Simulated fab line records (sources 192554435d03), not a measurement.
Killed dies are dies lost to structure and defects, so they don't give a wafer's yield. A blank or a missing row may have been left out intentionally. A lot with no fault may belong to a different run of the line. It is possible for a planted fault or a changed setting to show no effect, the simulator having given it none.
Matching of chambers    flow n5Finfet    N5_BEOL_M5_ETCH_68 on rieDiel-06: 4 sister chambers
The step etches SOC in N2/H2, target depth 80 nm, overetch 16 nm, time 120 s. 4 wafers are shown with their chamber, then 9 later ones without.

== WAFERS, EACH WITH ITS CHAMBER ==
wafer   chamber  drypumpMotorCurrentA (A)
L083.5  2        6.7
L086.2  3        5.6
L086.3  1        5.8
L086.4  0        6.5

== WAFERS WITH NO CHAMBER GIVEN ==
wafer   drypumpMotorCurrentA (A)
L092.1  5.6
L092.2  6.4
L092.3  6.7
L095.3  6.7
L095.4  5.8
L095.5  5.8
L096.2  6.5
L096.3  5.6
L096.5  5.8

== WHICH CHAMBER EACH ONE RAN IN ==
wafer   from the rows above  in truth
L092.1  3                    3
L092.2  0                    0
L092.3  2                    2
L095.3  2                    2
L095.4  1                    1
L095.5  1                    1
L096.2  0                    0
L096.3  3                    3
L096.5  1                    1
Placed correctly: 9 of 9. From these rows, 0 cannot be placed. Wrongly placed: 0.
How it was worked out, from the rows above alone: a wafer's distance from a chamber is the root of the sum, over the readings, of the square of ((its reading less the chamber's mean) divided by the reading's scatter). The wafer belongs to the nearest chamber; if the next one is less than 2 further off, it can't be placed. A chamber's mean is the mean of its shown wafers. The scatter (one wafer shown for each chamber): square how far every hidden wafer sits from the nearest shown wafer, average those squares and take the square root.
